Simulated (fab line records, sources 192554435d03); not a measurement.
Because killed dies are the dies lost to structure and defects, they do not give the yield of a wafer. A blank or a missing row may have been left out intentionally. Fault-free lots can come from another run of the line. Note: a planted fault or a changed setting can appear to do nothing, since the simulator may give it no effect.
Chamber matching -- flow n5 finfet -- N5_DUMMY_REMOVAL_STRIP_10 on rie diel-01 has 4 sister chambers
The step strips in N2/H2, time 40 s. 8 wafers are shown with their chamber, then 9 later ones without.

== EACH WAFER AND ITS CHAMBER ==
wafer,chamber,showerhead plenum p Torr (Torr),drypump motor current A (A)
L074.5,1,3.36,6.0
L083.4,0,3.30,5.1
L083.6,3,3.58,6.2
L086.1,0,3.30,5.1
L086.5,2,3.52,5.6
L087.1,2,3.52,5.7
L087.3,1,3.35,5.9
L087.5,3,3.58,6.2

== WAFERS WHOSE CHAMBER IS MISSING ==
wafer,showerhead plenum p Torr (Torr),drypump motor current A (A)
L089.1,3.30,5.1
L089.3,3.52,5.7
L089.6,3.58,6.2
L092.1,3.30,5.1
L092.2,3.57,6.2
L092.4,3.51,5.7
L093.1,3.30,5.1
L093.4,3.34,6.0
L093.5,3.57,6.2

== EACH ONE'S CHAMBER ==
wafer,from the rows above,in truth
L089.1,0,0
L089.3,2,2
L089.6,3,3
L092.1,0,0
L092.2,3,3
L092.4,2,2
L093.1,0,0
L093.4,1,1
L093.5,3,3
9 of 9 placed correctly. Left unplaced by these rows: 0. Wrongly placed: 0.
How it was worked out, from the rows above alone: a wafer's distance from a chamber is the root of the sum, over the readings, of the square of ((its reading less the chamber's mean) divided by the reading's scatter). The wafer belongs to the nearest chamber; if the next one is less than 2 further off, it can't be placed. A chamber's mean is the mean of its shown wafers. The scatter: take each reading less its chamber's mean, square it, sum over the shown wafers, divide by the number of wafers less the number of chambers, and take the root.
